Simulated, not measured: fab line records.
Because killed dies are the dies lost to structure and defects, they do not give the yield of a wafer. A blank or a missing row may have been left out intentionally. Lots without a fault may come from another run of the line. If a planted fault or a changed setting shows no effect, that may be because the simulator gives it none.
Matching of chambers + flow nand-harc + NHARC_A_STAIRCASE_DESCUM_270 on rie-diel-12 has 4 sister chambers
The step chemistry O2, time 3 s. 18 wafers are shown with their chamber, then 9 later ones without.

WAFERS, EACH WITH ITS CHAMBER
| wafer  | chamber | showerhead-plenum-p-Torr (Torr) | rf-vpp-V (V) | oes-product-au (a.u.) |
|--------|---------|---------------------------------|--------------|-----------------------|
| L075.2 | 3       | 2.03                            | 58.3         | 1.004                 |
| L075.3 | 0       | 1.77                            | 56.9         | 1.003                 |
| L075.4 | 1       | 1.89                            | 57.1         | 1.001                 |
| L076.1 | 3       | 2.03                            | 59.1         | 1.003                 |
| L076.2 | 0       | 1.76                            | 55.7         | 1.012                 |
| L076.3 | 1       | 1.89                            | 58.2         | 0.988                 |
| L080.1 | 1       | 1.89                            | 58.2         | 0.998                 |
| L080.2 | 0       | 1.76                            | 58.1         | 1.011                 |
| L080.5 | 2       | 1.82                            | 57.9         | 1.011                 |
| L083.2 | 2       | 1.82                            | 56.7         | 1.003                 |
| L083.3 | 1       | 1.88                            | 58.8         | 1.013                 |
| L083.6 | 1       | 1.88                            | 56.7         | 1.005                 |
| L089.1 | 3       | 2.01                            | 57.4         | 0.994                 |
| L089.3 | 1       | 1.88                            | 57.0         | 1.005                 |
| L089.4 | 0       | 2.07                            | 57.5         | 1.010                 |
| L088.3 | 2       | 1.81                            | 55.6         | 0.996                 |
| L088.4 | 1       | 1.88                            | 58.1         | 1.003                 |
| L088.6 | 0       | 2.07                            | 59.2         | 1.004                 |

SIGNATURES (averages over the wafers above)
| reading                  | chamber 0 | chamber 1 | chamber 2 | chamber 3 | scatter within a chamber |
|--------------------------|-----------|-----------|-----------|-----------|--------------------------|
| showerhead-plenum-p-Torr | 1.8860    | 1.8843    | 1.8167    | 2.0233    | 0.09                     |
| rf-vpp-V                 | 57.480    | 57.729    | 56.733    | 58.267    | 1.02                     |
| oes-product-au           | 1.00800   | 1.00186   | 1.00333   | 1.00033   | 0.00653                  |
Rule: for each reading, subtract the chamber's mean from the wafer's reading, divide by that reading's scatter and square the result; add these up over the readings and take the root, which gives the wafer's distance from the chamber. The wafer belongs to the nearest chamber; if the next one is less than 2 further off, it can't be placed. The scatter: take each reading less its chamber's mean, square it, sum over the shown wafers, divide by the number of wafers less the number of chambers, and take the root.

WAFERS WITH NO CHAMBER GIVEN
| wafer  | showerhead-plenum-p-Torr (Torr) | rf-vpp-V (V) | oes-product-au (a.u.) |
|--------|---------------------------------|--------------|-----------------------|
| L095.1 | 1.81                            | 56.1         | 1.004                 |
| L095.4 | 1.87                            | 55.7         | 1.002                 |
| L095.5 | 2.01                            | 57.5         | 1.001                 |
| L094.2 | 2.01                            | 58.4         | 1.009                 |
| L094.5 | 2.06                            | 58.0         | 0.994                 |
| L094.6 | 2.01                            | 57.0         | 0.991                 |
| L096.1 | 1.81                            | 57.2         | 1.005                 |
| L096.5 | 2.06                            | 58.9         | 1.008                 |
| L096.6 | 1.87                            | 56.8         | 1.001                 |

WHICH CHAMBER EACH ONE RAN IN
| wafer  | from the rows above               | in truth |
|--------|-----------------------------------|----------|
| L095.1 | can't be placed: 2 or 0 or 1      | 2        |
| L095.4 | can't be placed: 2 or 0 or 1 or 3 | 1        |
| L095.5 | can't be placed: 3 or 1 or 0 or 2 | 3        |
| L094.2 | can't be placed: 3 or 0 or 1 or 2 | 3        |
| L094.5 | can't be placed: 3 or 1 or 0      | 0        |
| L094.6 | can't be placed: 3 or 1 or 2 or 0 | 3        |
| L096.1 | can't be placed: 2 or 0 or 1      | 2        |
| L096.5 | can't be placed: 3 or 0 or 1      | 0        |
| L096.6 | can't be placed: 2 or 1 or 0 or 3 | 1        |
0 of 9 placed correctly. Not placeable from these rows: 9 (in 9, the candidates include the true chamber). Number placed wrongly: 0.
